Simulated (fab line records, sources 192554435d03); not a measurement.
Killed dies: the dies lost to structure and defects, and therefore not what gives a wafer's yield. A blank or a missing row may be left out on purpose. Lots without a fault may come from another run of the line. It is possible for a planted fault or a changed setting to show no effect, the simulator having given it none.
fab line records | flow n5_finfet | part 2 of 2: steps 5 to 6 of 6
record: lots: 18 | wafers: 54 | last_day: 19
route steps=1938 shown BEOL_M0_SAQP@692 BEOL_M0_CUTY@712 BEOL_M0@717 BEOL_M1@768
lots that met no fault: taken from a fault-free run of the same line
start_h: start of the lot's first displayed wafer, in hours after the record's first day | wait_h: time in hours since the lot's previous step | " same as the row above | L1.1+2: a single row standing in for several wafers | - no value, or no start given | * or withheld: withheld | < > ~ a bound
route shown NAME@n: a module of which the file shows steps, and the number in the route of the first | usual: mean and standard deviation over wafers with no fault | same: alike in all rows | chamber/n: place in a boat | sites: per-site readings | _std_site: the values' standard deviation | _edge_site: outer sites' mean less inner sites' | radius_mm: how far each site lies from the wafer's centre | mask NAME#n: copy n | behind: tool/chamber where the wafer was last shaped | hold: why the lot was held/for how many hours/how that ended | device: the transistor (n, p or np) that didn't switch | end of line: tests run on the same wafers once the route is complete | where a step has no rows: the recipe by itself | killed: not the wafer's yield, but the dies lost to structure and defects at the first sort | map: a wafer's dies, marking killed ones x, the rest . and places with no die _
set.NAME: the setting the step ran with; set.NAME@STEP: the setting that earlier step ran with | model.NAME: the simulator's own value behind a step, which no gauge read
one table for each step of the route and one row for each wafer, over a sample of lots
services: a tool's chamber out of use, with start hour (start_h, from the record's first day; less than 0 if before it), hours out, and reason
== steps ==
step: N5_BEOL_M0_ETCH_128
recipe: chemistry: CF4/N2 | target_depth_a: 120 | overetch_a: 51 | target: SiCN | time_s: 21.4 | ion_energy_ev: 150 | pressure_mtorr: 40 | source_w: 430 | bias_w: 70 | Ar_flow_sccm: 100 | cf4_flow_sccm: 60 | n2_flow_sccm: 60
usual: drypump_motor_current_A: 5.6/0.41 | oes_product_au: 0.55/0.039 | rf_vpp_V: 382.2/1.8 | showerhead_plenum_p_Torr: 2.20/0.071 | throttle_valve_pct: 15.40/0.16
lot.wafer | tool        | chamber | start_h | wait_h | drypump_motor_current_A | oes_product_au | rf_hours_counter_h | rf_vpp_V | showerhead_plenum_p_Torr | throttle_valve_pct
L074.2    | rie_diel-01 | 1       | 115.57  | 0.0    | 5.7                     | 0.57           | 75                 | 381.8    | 2.15                     | 15.18
L074.3    | "           | 0       | "       | "      | 6.2                     | 0.53           | 105                | 380.8    | 2.13                     | 15.49
L074.5    | "           | 0       | "       | "      | 6.2                     | 0.54           | -                  | 381.6    | 2.13                     | 15.48
L075.3    | rie_diel-01 | 2       | 122.02  | 0.1    | 5.6                     | 0.57           | 71                 | 382.4    | 2.22                     | 15.17
L075.4    | "           | 0       | "       | "      | 6.3                     | 0.54           | 107                | 381.1    | 2.13                     | 15.48
L075.6    | "           | 3       | "       | "      | 5.5                     | 0.55           | -                  | 382.4    | 2.15                     | 15.61
L077.3    | rie_diel-04 | 3       | 138.07  | 1.3    | 5.7                     | 0.51           | 183                | 384.6    | 2.28                     | 15.45
L077.4    | "           | 2       | "       | "      | 4.7                     | 0.65           | 5                  | 383.5    | 2.27                     | 15.44
L077.5    | "           | 1       | "       | "      | 5.8                     | 0.55           | -                  | 382.4    | 2.24                     | 15.39
L080.1    | rie_diel-04 | 0       | 151.49  | 0.3    | 5.6                     | 0.48           | 232                | 380.0    | 2.08                     | 15.44
L080.2    | "           | 1       | "       | "      | 5.8                     | 0.55           | 124                | 384.6    | 2.23                     | 15.40
L080.6    | "           | 3       | "       | "      | 5.6                     | 0.50           | -                  | 383.6    | 2.28                     | 15.48
L079.1    | rie_diel-01 | 2       | 152.00  | 0.0    | 5.6                     | 0.56           | 82                 | 383.6    | 2.21                     | 15.17
L079.3    | "           | 0       | "       | "      | 6.3                     | 0.52           | 118                | 379.7    | 2.12                     | 15.51
L079.6    | "           | 3       | "       | "      | 5.4                     | 0.54           | -                  | 381.0    | 2.14                     | 15.64
L083.2    | rie_diel-01 | 2       | 171.28  | 0.0    | 5.6                     | 0.54           | 87                 | 382.9    | 2.21                     | 15.20
L083.3    | "           | 3       | "       | "      | 5.4                     | 0.52           | 127                | 379.9    | 2.14                     | 15.64
L083.4    | "           | 0       | "       | "      | 6.2                     | 0.53           | 124                | 380.3    | 2.12                     | 15.52
L084.4    | rie_diel-01 | 0       | 180.01  | 0.0    | 6.2                     | 0.53           | 127                | 379.4    | 2.12                     | 15.53
L084.5    | "           | 2       | "       | "      | 5.6                     | 0.56           | -                  | 382.9    | 2.21                     | 15.22
L084.6    | "           | 1       | "       | "      | 5.7                     | 0.57           | -                  | 379.8    | 2.14                     | 15.23
L085.3    | rie_diel-01 | 1       | 184.20  | 0.1    | 5.8                     | 0.55           | 99                 | 381.4    | 2.14                     | 15.23
L085.4    | "           | 3       | "       | "      | 5.4                     | 0.53           | 132                | 380.3    | 2.14                     | 15.67
L085.5    | "           | 2       | "       | "      | 5.6                     | 0.56           | -                  | 383.7    | 2.21                     | 15.20
L087.3    | rie_diel-04 | 1       | 190.09  | 0.0    | 5.8                     | 0.54           | 136                | 381.6    | 2.23                     | 15.42
L087.4    | "           | 0       | "       | "      | 5.5                     | 0.48           | 244                | 380.7    | 2.08                     | 15.45
L087.6    | "           | 2       | "       | "      | 4.7                     | 0.62           | -                  | 383.6    | 2.26                     | 15.45
L088.1    | rie_diel-01 | 2       | 201.72  | 0.4    | 5.6                     | 0.53           | 97                 | 383.7    | 2.21                     | 15.21
L088.3    | "           | 0       | "       | "      | 6.3                     | 0.52           | 135                | 380.2    | 2.12                     | 15.55
L088.4    | "           | 1       | "       | "      | 5.8                     | 0.55           | 105                | 381.0    | 2.14                     | 15.26
L089.1    | rie_diel-01 | 3       | 208.83  | 0.9    | 5.4                     | 0.51           | 139                | 379.2    | 2.14                     | 15.66
L089.2    | "           | 2       | "       | "      | 5.6                     | 0.52           | 99                 | 382.7    | 2.21                     | 15.22
L089.6    | "           | 1       | "       | "      | 5.7                     | 0.53           | -                  | 380.6    | 2.14                     | 15.24
L090.1    | rie_diel-02 | 0       | 212.56  | 0.0    | 6.1                     | 0.53           | 134                | 380.3    | 2.10                     | 15.42
L090.2    | "           | 2       | "       | "      | 5.8                     | 0.53           | 111                | 382.9    | 2.34                     | 15.42
L090.4    | "           | 1       | "       | "      | 5.2                     | 0.53           | 136                | 381.6    | 2.21                     | 15.38
L091.4    | rie_diel-04 | 3       | 215.96  | 0.7    | 5.7                     | 0.49           | -                  | 383.6    | 2.27                     | 15.51
L091.5    | "           | 1       | "       | "      | 5.8                     | 0.53           | -                  | 380.9    | 2.23                     | 15.44
L091.6    | "           | 2       | "       | "      | 4.7                     | 0.61           | -                  | 383.9    | 2.26                     | 15.47
L092.1    | rie_diel-01 | 2       | 224.58  | 0.5    | 5.6                     | 0.55           | 105                | 382.7    | 2.20                     | 15.24
L092.3    | "           | 3       | "       | "      | 5.4                     | 0.52           | 145                | 380.4    | 2.13                     | 15.68
L092.4    | "           | 0       | "       | "      | 6.2                     | 0.51           | 142                | 381.7    | 2.11                     | 15.54
L093.1    | rie_diel-01 | 2       | 228.51  | 0.0    | 5.6                     | 0.54           | 106                | 382.0    | 2.20                     | 15.23
L093.2    | "           | 0       | "       | "      | 6.2                     | 0.51           | 143                | 380.2    | 2.11                     | 15.56
L093.5    | "           | 0       | "       | "      | 6.2                     | 0.52           | -                  | 381.2    | 2.11                     | 15.57
L094.1    | rie_diel-01 | 2       | 239.08  | 0.0    | 5.6                     | 0.53           | 110                | 382.2    | 2.20                     | 15.26
L094.3    | "           | 1       | "       | "      | 5.8                     | 0.54           | 117                | 381.9    | 2.13                     | 15.27
L094.5    | "           | 3       | "       | "      | 5.4                     | 0.52           | -                  | 380.9    | 2.13                     | 15.68
L096.3    | rie_diel-02 | 3       | 250.51  | 0.3    | 4.9                     | 0.57           | 71                 | 382.7    | 2.23                     | 15.43
L096.5    | "           | 0       | "       | "      | 6.2                     | 0.55           | -                  | 379.8    | 2.10                     | 15.45
L096.6    | "           | 1       | "       | "      | 5.2                     | 0.51           | -                  | 383.0    | 2.21                     | 15.41
L097.2    | rie_diel-04 | 3       | 260.78  | 0.0    | 5.7                     | 0.47           | 230                | 383.5    | 2.27                     | 15.56
L097.3    | "           | 2       | "       | "      | 4.8                     | 0.59           | 50                 | 384.0    | 2.25                     | 15.53
L097.5    | "           | 2       | "       | "      | 4.7                     | 0.59           | -                  | 385.1    | 2.25                     | 15.52
step: N5_BEOL_M1_ETCH_74
recipe: chemistry: N2/H2 | target: underlayer | target_depth_a: 65 | mask_material: CAR-EUV | time_s: 5.2 | ion_energy_ev: 200 | pressure_mtorr: 30 | source_w: 840 | bias_w: 150 | n2_flow_sccm: 200 | h2_flow_sccm: 200 | ends: cleared
usual: drypump_motor_current_A: 5.73/0.28 | etch_rf_on_time_s: 5.18/0.2 | oes_product_au: 0.68/0.073 | rf_vpp_V: 522.7/2.7 | showerhead_plenum_p_Torr: 2.51/0.09 | throttle_valve_pct: 17.89/0.22
lot.wafer | tool        | chamber | start_h | wait_h | drypump_motor_current_A | etch_rf_on_time_s | oes_product_au | rf_hours_counter_h | rf_vpp_V | showerhead_plenum_p_Torr | throttle_valve_pct
L074.2    | rie_diel-05 | 2       | 121.51  | 0.0    | 5.33                    | 5.65              | 0.61           | 179                | 522.7    | 2.50                     | 17.65
L074.3    | "           | 3       | "       | "      | 5.98                    | 5.34              | 0.71           | 52                 | 524.6    | 2.61                     | 18.13
L074.5    | "           | 3       | "       | "      | 6.03                    | 5.34              | 0.72           | -                  | 525.8    | 2.61                     | 18.14
L075.3    | rie_diel-06 | 0       | 130.75  | 0.0    | 5.57                    | 5.36              | 0.76           | 23                 | 522.9    | 2.49                     | 17.64
L075.4    | "           | 2       | "       | "      | 5.38                    | 4.93              | 0.60           | 240                | 519.2    | 2.43                     | 18.36
L075.6    | "           | 0       | "       | "      | 5.56                    | 5.31              | 0.77           | -                  | 522.1    | 2.49                     | 17.66
L077.3    | rie_diel-06 | 2       | 142.45  | 0.0    | 5.35                    | 4.93              | 0.60           | 243                | 517.8    | 2.43                     | 18.34
L077.4    | "           | 0       | "       | "      | 5.56                    | 5.23              | 0.77           | 26                 | 524.6    | 2.48                     | 17.66
L077.5    | "           | 3       | "       | "      | 5.87                    | 4.86              | 0.69           | -                  | 521.8    | 2.43                     | 17.66
L080.1    | rie_diel-03 | 2       | 156.34  | 0.0    | 6.05                    | 5.09              | 0.60           | 193                | 521.5    | 2.42                     | 17.78
L080.2    | "           | 0       | "       | "      | 6.43                    | 5.24              | 0.82           | 1                  | 522.4    | 2.48                     | 17.61
L080.6    | "           | 0       | "       | "      | 6.40                    | 5.24              | 0.82           | -                  | 525.0    | 2.48                     | 17.60
L079.1    | rie_diel-03 | 2       | 160.10  | 0.0    | 6.08                    | 5.07              | 0.61           | 195                | 519.1    | 2.42                     | 17.76
L079.3    | "           | 3       | "       | "      | 5.71                    | 5.27              | 0.65           | 166                | 517.4    | 2.45                     | 18.15
L079.6    | "           | 3       | "       | "      | 5.70                    | 5.29              | 0.65           | -                  | 519.3    | 2.44                     | 18.12
L083.2    | rie_diel-05 | 1       | 175.73  | 0.0    | 5.76                    | 5.03              | 0.65           | 157                | 527.3    | 2.65                     | 17.82
L083.3    | "           | 0       | "       | "      | 5.47                    | 5.11              | 0.83           | 11                 | 523.8    | 2.62                     | 18.14
L083.4    | "           | 2       | "       | "      | 5.33                    | 5.67              | 0.59           | 191                | 523.7    | 2.49                     | 17.68
L084.4    | rie_diel-06 | 1       | 185.27  | 0.0    | 5.66                    | 5.20              | 0.65           | -                  | 521.3    | 2.45                     | 17.99
L084.5    | "           | 3       | "       | "      | 5.89                    | 4.99              | 0.68           | -                  | 519.3    | 2.43                     | 17.68
L084.6    | "           | 0       | "       | "      | 5.57                    | 5.31              | 0.75           | -                  | 521.4    | 2.48                     | 17.66
L085.3    | rie_diel-05 | 2       | 190.95  | 0.0    | 5.32                    | 5.67              | 0.59           | 196                | 523.0    | 2.49                     | 17.67
L085.4    | "           | 1       | "       | "      | 5.77                    | 5.00              | 0.64           | 162                | 529.0    | 2.65                     | 17.80
L085.5    | "           | 1       | "       | "      | 5.76                    | 5.01              | 0.65           | -                  | 527.5    | 2.65                     | 17.79
L087.3    | rie_diel-06 | 0       | 198.24  | 0.0    | 5.57                    | 5.27              | 0.72           | 42                 | 522.6    | 2.48                     | 17.69
L087.4    | "           | 3       | "       | "      | 5.86                    | 4.98              | 0.67           | -                  | 519.6    | 2.43                     | 17.70
L087.6    | "           | 1       | "       | "      | 5.65                    | 5.20              | 0.64           | -                  | 519.4    | 2.45                     | 18.00
L088.1    | rie_diel-06 | 1       | 211.90  | 0.0    | 5.65                    | 5.19              | 0.64           | 177                | 522.1    | 2.44                     | 17.99
L088.3    | "           | 2       | "       | "      | 5.34                    | 5.04              | 0.87           | 0                  | 526.2    | 2.75                     | 17.88
L088.4    | "           | 0       | "       | "      | 5.56                    | 5.33              | 0.73           | 47                 | 522.1    | 2.48                     | 17.67
L089.1    | rie_diel-05 | 3       | 216.28  | 0.0    | 5.98                    | 5.44              | 0.69           | 79                 | 525.6    | 2.60                     | 18.19
L089.2    | "           | 1       | "       | "      | 5.76                    | 5.02              | 0.65           | 171                | 526.7    | 2.65                     | 17.83
L089.6    | "           | 1       | "       | "      | 5.75                    | 5.03              | 0.64           | -                  | 525.3    | 2.64                     | 17.83
L090.1    | rie_diel-03 | 3       | 218.53  | 0.0    | 5.69                    | 5.34              | 0.63           | 179                | 520.3    | 2.44                     | 18.14
L090.2    | "           | 1       | "       | "      | 5.95                    | 5.02              | 0.66           | 153                | 524.9    | 2.56                     | 17.99
L090.4    | "           | 2       | "       | "      | 6.07                    | 5.11              | 0.60           | 213                | 518.0    | 2.41                     | 17.80
L091.4    | rie_diel-06 | 1       | 221.73  | 0.0    | 5.62                    | 5.19              | 0.64           | 179                | 522.7    | 2.44                     | 18.02
L091.5    | "           | 2       | "       | "      | 5.33                    | 4.98              | 0.85           | -                  | 527.5    | 2.75                     | 17.85
L091.6    | "           | 3       | "       | "      | 5.89                    | 4.91              | 0.67           | -                  | 518.5    | 2.42                     | 17.69
L092.1    | rie_diel-06 | 0       | 231.25  | 0.0    | 5.56                    | 5.37              | 0.72           | 51                 | 523.0    | 2.47                     | 17.70
L092.3    | "           | 2       | "       | "      | 5.33                    | 4.99              | 0.84           | 5                  | 529.6    | 2.74                     | 17.88
L092.4    | "           | 3       | "       | "      | 5.87                    | 4.96              | 0.66           | 149                | 522.2    | 2.42                     | 17.70
L093.1    | rie_diel-05 | 1       | 234.01  | 0.0    | 5.76                    | 5.09              | 0.64           | 177                | 526.5    | 2.64                     | 17.82
L093.2    | "           | 2       | "       | "      | 5.34                    | 5.64              | 0.58           | 210                | 521.8    | 2.48                     | 17.71
L093.5    | "           | 1       | "       | "      | 5.75                    | 5.06              | 0.64           | -                  | 526.9    | 2.64                     | 17.82
L094.1    | rie_diel-06 | 0       | 247.24  | 0.0    | 5.57                    | 5.30              | 0.71           | 57                 | 520.3    | 2.47                     | 17.69
L094.3    | "           | 1       | "       | "      | 5.64                    | 5.17              | 0.63           | 188                | 522.7    | 2.44                     | 18.03
L094.5    | "           | 0       | "       | "      | 5.57                    | 5.37              | 0.72           | -                  | 522.1    | 2.47                     | 17.71
L096.3    | rie_diel-05 | 3       | 256.90  | 0.0    | 5.98                    | 5.41              | 0.67           | 89                 | 525.6    | 2.59                     | 18.18
L096.5    | "           | 3       | "       | "      | 5.97                    | 5.42              | 0.68           | -                  | 523.8    | 2.59                     | 18.18
L096.6    | "           | 0       | "       | "      | 5.54                    | 5.02              | 0.78           | -                  | 523.1    | 2.61                     | 18.17
L097.2    | rie_diel-05 | 1       | 265.99  | 0.0    | 5.77                    | 5.07              | 0.63           | 186                | 525.8    | 2.64                     | 17.84
L097.3    | "           | 0       | "       | "      | 5.53                    | 5.10              | 0.78           | 40                 | 526.2    | 2.61                     | 18.19
L097.5    | "           | 1       | "       | "      | 5.75                    | 5.10              | 0.63           | -                  | 527.8    | 2.64                     | 17.84
== services ==
tool        | chamber | start_h | hours | kind
rie_diel-06 | -       | 90.88   | 0.7   | repair
rie_diel-04 | 2       | 100.77  | -     | clean
rie_diel-04 | 2       | 100.77  | -     | consumable_replace:focus_ring
rie_diel-04 | 2       | 100.77  | 24.5  | scheduled_down
rie_diel-04 | 2       | 100.77  | 24.5  | vent_cycle
rie_diel-01 | -       | 116.22  | 0.3   | repair
rie_diel-04 | -       | 134.04  | 2.8   | pm
rie_diel-03 | 1       | 154.43  | 5.8   | repair
rie_diel-06 | 3       | 165.87  | 11.5  | repair
rie_diel-02 | 2       | 180.71  | 1.5   | repair
rie_diel-06 | 2       | 182.28  | 6.3   | repair
rie_diel-02 | 3       | 182.82  | 5.4   | repair
rie_diel-04 | 0       | 204.10  | -     | clean
rie_diel-04 | 0       | 204.10  | -     | consumable_replace:focus_ring
rie_diel-04 | 0       | 204.10  | -     | consumable_replace:showerhead
rie_diel-03 | 3       | 204.13  | 13.8  | repair
rie_diel-01 | -       | 205.96  | 2.7   | repair
rie_diel-06 | -       | 216.83  | 4.3   | pm
rie_diel-04 | 1       | 218.53  | 47.5  | repair
rie_diel-05 | 3       | 228.51  | 2.4   | repair
rie_diel-06 | 2       | 235.86  | 5.7   | repair
rie_diel-05 | -       | 249.68  | 4.3   | pm
rie_diel-02 | 2       | 251.79  | 2.0   | repair
rie_diel-02 | 0       | 254.07  | 3.1   | repair
